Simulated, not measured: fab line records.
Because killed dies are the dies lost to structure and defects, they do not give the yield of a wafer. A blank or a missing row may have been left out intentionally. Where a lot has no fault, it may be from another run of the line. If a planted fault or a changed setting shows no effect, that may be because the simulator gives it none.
The tool behind it: which one? :: flow n5 finfet :: 12 lots, 36 wafers sampled, at 3 steps of a route of 1938

WHAT THE GAUGES READ, wafer by wafer
N5_BEOL_M13_OCD_MEAS_35.
lot: L075
measured: day 11 12:38
on: ocd-01
trench depth nm (nm): 428 413 405

lot: L077
measured: day 11 21:32
on: ocd-01
trench depth nm (nm): 425 412 410

lot: L080
measured: day 12 22:38
on: ocd-01
trench depth nm (nm): 417 412 414

lot: L081
measured: day 13 00:02
on: ocd-02
trench depth nm (nm): 416 416 417

lot: L084
measured: day 13 17:17
on: ocd-02
trench depth nm (nm): 416 412 415

lot: L085
measured: day 14 05:54
on: ocd-02
trench depth nm (nm): 421 419 411

lot: L086
measured: day 14 21:29
on: ocd-01
trench depth nm (nm): 411 406 415

lot: L087
measured: day 15 01:35
on: ocd-01
trench depth nm (nm): 406 405 408

lot: L092
measured: day 15 04:29
on: ocd-01
trench depth nm (nm): 405 413 408

lot: L093
measured: day 15 22:27
on: ocd-02
trench depth nm (nm): 419 406 415

lot: L095
measured: day 16 14:32
on: ocd-02
trench depth nm (nm): 413 419 415

lot: L096
measured: day 17 00:41
on: ocd-01
trench depth nm (nm): 408 415 409

WHAT TOOL EACH LOT RAN ON (gives the tool, then ch and the chambers of the sampled wafers, and finally the start)
lot: L075
N5_BEOL_M12_ANNEAL_48: rtp anneal-02 ch 0, day 11 09:37
N5_BEOL_M13_TRENCH_ETCH_34: rie diel-03 ch 0,1,2, day 11 12:28

lot: L077
N5_BEOL_M12_ANNEAL_48: rtp anneal-01 ch 0, day 11 18:05
N5_BEOL_M13_TRENCH_ETCH_34: rie diel-04 ch 0,1,2, day 11 21:22

lot: L080
N5_BEOL_M12_ANNEAL_48: rtp anneal-01 ch 0, day 12 19:35
N5_BEOL_M13_TRENCH_ETCH_34: rie diel-05 ch 0,1,2, day 12 22:31

lot: L081
N5_BEOL_M12_ANNEAL_48: rtp anneal-01 ch 0, day 12 20:33
N5_BEOL_M13_TRENCH_ETCH_34: rie diel-05 ch 0,1, day 12 23:51

lot: L084
N5_BEOL_M12_ANNEAL_48: rtp anneal-01 ch 0, day 13 14:03
N5_BEOL_M13_TRENCH_ETCH_34: rie diel-05 ch 0,2, day 13 17:07

lot: L085
N5_BEOL_M12_ANNEAL_48: rtp anneal-02 ch 0, day 14 02:57
N5_BEOL_M13_TRENCH_ETCH_34: rie diel-04 ch 0,1, day 14 05:43

lot: L086
N5_BEOL_M12_ANNEAL_48: rtp anneal-01 ch 0, day 14 18:31
N5_BEOL_M13_TRENCH_ETCH_34: rie diel-04 ch 0,2, day 14 21:18

lot: L087
N5_BEOL_M12_ANNEAL_48: rtp anneal-01 ch 0, day 14 22:31
N5_BEOL_M13_TRENCH_ETCH_34: rie diel-03 ch 0,2, day 15 01:25

lot: L092
N5_BEOL_M12_ANNEAL_48: rtp anneal-02 ch 0, day 15 01:31
N5_BEOL_M13_TRENCH_ETCH_34: rie diel-03 ch 0,1,2, day 15 04:19

lot: L093
N5_BEOL_M12_ANNEAL_48: rtp anneal-02 ch 0, day 15 19:11
N5_BEOL_M13_TRENCH_ETCH_34: rie diel-03 ch 0,1,3, day 15 22:16

lot: L095
N5_BEOL_M12_ANNEAL_48: rtp anneal-02 ch 0, day 16 11:37
N5_BEOL_M13_TRENCH_ETCH_34: rie diel-03 ch 0,1,2, day 16 14:22

lot: L096
N5_BEOL_M12_ANNEAL_48: rtp anneal-01 ch 0, day 16 21:16
N5_BEOL_M13_TRENCH_ETCH_34: rie diel-05 ch 1,2, day 17 00:30
- N5_BEOL_M12_ANNEAL_48: time 90 s.
- N5_BEOL_M13_TRENCH_ETCH_34: etches SiOC in C4F8/O2/Ar, target depth 413.47 nm, time 162.6 s.

THE ANSWER, worked out from the rows above alone
Rule: usual is defined by the lots themselves. Put in order of their means at a reading, lots are off if they are a third of the lots or fewer, leave a main group of 4 or more, and stand apart from it by a gap of 3 or more times the standard deviation of the main group's means; of several such gaps the widest counts. The tables above print the reading to a certain number of digits; a main group whose means all agree to those digits is not used. A lot without any number at a reading at which 4 lots or more have one is off too. The other lots that the step has rows for count as sound.
No lot is off at any reading shown: from this, nothing can be told.

WHAT WAS PUT IN BY THE SIMULATOR
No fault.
